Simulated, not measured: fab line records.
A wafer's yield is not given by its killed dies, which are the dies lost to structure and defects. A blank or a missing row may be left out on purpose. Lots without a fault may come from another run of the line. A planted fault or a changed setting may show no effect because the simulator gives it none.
A struck lot beside a sound one / flow nand_harc / 14 out of 1302 route steps
Sound: the wafers L497.1, L497.3, L497.6. Struck: wafers L510.1, L510.3, L510.5. The cause is named last.
For every step that has rows: the tool of each side, followed by ch and its chambers, followed by its first start. Under that, the readings that differ: sound wafers / struck wafers / difference of the means / sigmas: that difference in standard deviations of wafers without a fault.
alike: same words and numbers on both sides, and readings whose means sit less than 2 such deviations apart. not compared: any withheld reading, any reading some wafer has no value for, any bound like >300 that may hide the same value, and any number with overlapping values for which the record gives no deviation.
A row with sigmas, a row that says differs or no value, or rows on one side alone: a step with any of these is where the two part. Numbers that have no deviation but don't overlap get no sigmas and don't part them. Lack of a reading on every wafer of one side parts them only where that side has two or more wafers.

first, 6 steps without rows for these wafers: NHARC_A_DECK1_JOINT_CVD_34 (deposits SiNx, target thk 20 nm); NHARC_A_DECK1_JOINT_DEP_06 (deposits SiOx, target thk 80 nm); NHARC_A_DECK1_JOINT_CURE_26 (time 32 s); NHARC_A_DECK1_JOINT_ANNEAL_27 (time 3600 s); NHARC_A_DECK1_JOINT_ANNEAL_28 (time 1800 s); NHARC_A_DECK1_JOINT_ANNEAL_29 (time 1800 s).
NHARC_A_DECK1_JOINT_CMP_02: polishes SiOx.
  sound on cmp-03 ch 1,2,3, day 13 07:24; struck on cmp-03 ch 1,2,3, day 18 08:10
  alike: motor_current_A, retaining_ring_pressure_frac, slurry_flow_ml_min
after that, 1 step had no rows for these wafers: NHARC_A_DECK1_JOINT_SRD_15.
NHARC_A_DECK1_JOINT_DEP_16: deposits SiO2, target thk 45 nm.
  sound on pecvd-02 ch 0,1, day 13 07:44; struck on pecvd-04 ch 1,2, day 18 08:31
reading=throttle_valve_pct (%); sound=15.0 15.8 15.2; struck=16.3 17.1 16.4; difference=+1.3; sigmas=+3
  alike: heater_power_outer_w, heater_power_w
NHARC_A_DECK1_JOINT_THK_MEAS_17: measures by ellipsometry.
  sound: film_metro-01 at day 13 08:01; struck: film_metro-02 at day 18 08:48
  alike: thk_nm
NHARC_A_DECK1_JOINT_INSPECT_05:
  sound: defect_inspect-01 at day 13 08:03; struck: defect_inspect-02 at day 18 08:50
  alike: raw_defect_count
NHARC_A_ONON_D2_DEP_00: target thk 1000 nm.
  sound on pecvd_onon-04 ch 0, day 13 08:07; struck on pecvd_onon-04 ch 0, day 18 08:54
NHARC_A_ONON_D2_THK_MEAS_02: measures by ellipsometry.
  sound: film_metro-01 at day 13 08:38; struck: film_metro-01 at day 18 09:25
reading=thk_nm (nm); sound=997 998 998; struck=1064 1063 1062; difference=+65; sigmas=+9
next comes 1 step that has no rows for these wafers: NHARC_A_ONON_D2_DEP_03 (target thickness 1000 nm).

WHERE THEY PART
Earliest at NHARC_A_DECK1_JOINT_DEP_16; latest, in this record, at NHARC_A_ONON_D2_THK_MEAS_02.

WHY: whatever the simulator had introduced
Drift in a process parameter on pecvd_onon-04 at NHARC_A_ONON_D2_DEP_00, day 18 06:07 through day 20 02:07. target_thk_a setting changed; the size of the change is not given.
